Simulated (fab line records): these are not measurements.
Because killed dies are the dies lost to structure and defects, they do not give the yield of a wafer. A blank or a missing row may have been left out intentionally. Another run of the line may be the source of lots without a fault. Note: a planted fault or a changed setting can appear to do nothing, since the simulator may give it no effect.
Matching of chambers :: flow n5_finfet :: N5_BEOL_M5_CURE_80 on uv_cure-02 has 3 sister chambers
The step cures SiCOH lowk, time 120 s. 3 wafers are shown with their chamber, then 10 later ones without.

== WAFERS, EACH WITH ITS CHAMBER ==
wafer: L086.4
chamber: 0
wafer_temp_C_max: 371.1

wafer: L089.5
chamber: 2
wafer_temp_C_max: 371.1

wafer: L083.4
chamber: 1
wafer_temp_C_max: 372.2

== WAFERS MISSING THEIR CHAMBER ==
wafer: L083.5
wafer_temp_C_max: 371.9

wafer: L094.1
wafer_temp_C_max: 371.6

wafer: L094.2
wafer_temp_C_max: 372.2

wafer: L094.3
wafer_temp_C_max: 372.2

wafer: L095.4
wafer_temp_C_max: 372.2

wafer: L095.5
wafer_temp_C_max: 372.3

wafer: L095.6
wafer_temp_C_max: 372.0

wafer: L096.2
wafer_temp_C_max: 373.6

wafer: L096.3
wafer_temp_C_max: 372.2

wafer: L096.6
wafer_temp_C_max: 372.1

== WHICH CHAMBER EACH WENT THROUGH ==
wafer: L083.5
from the rows above: can't be placed: 1 or 0 or 2
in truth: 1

wafer: L094.1
from the rows above: can't be placed: 0 or 2 or 1
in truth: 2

wafer: L094.2
from the rows above: 1
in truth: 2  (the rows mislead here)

wafer: L094.3
from the rows above: 1
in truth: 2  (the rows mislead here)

wafer: L095.4
from the rows above: 1
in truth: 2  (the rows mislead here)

wafer: L095.5
from the rows above: 1
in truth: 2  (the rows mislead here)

wafer: L095.6
from the rows above: can't be placed: 1 or 0 or 2
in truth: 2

wafer: L096.2
from the rows above: 1
in truth: 1

wafer: L096.3
from the rows above: 1
in truth: 1

wafer: L096.6
from the rows above: can't be placed: 1 or 0 or 2
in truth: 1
2 of 10 placed correctly. Cannot be placed on the basis of these rows: 4; the candidates contain the true chamber in 4. Wrongly placed: 4.
How it was worked out, from the rows above alone: a wafer's distance from a chamber is the root of the sum, over the readings, of the square of ((its reading less the chamber's mean) divided by the reading's scatter). If the next closest chamber is less than 2 further off than the closest, the wafer can't be placed; otherwise it belongs to the closest. A chamber's mean is the mean of its shown wafers. The scatter (one wafer shown for each chamber): square how far every hidden wafer sits from the nearest shown wafer, average those squares and take the square root.
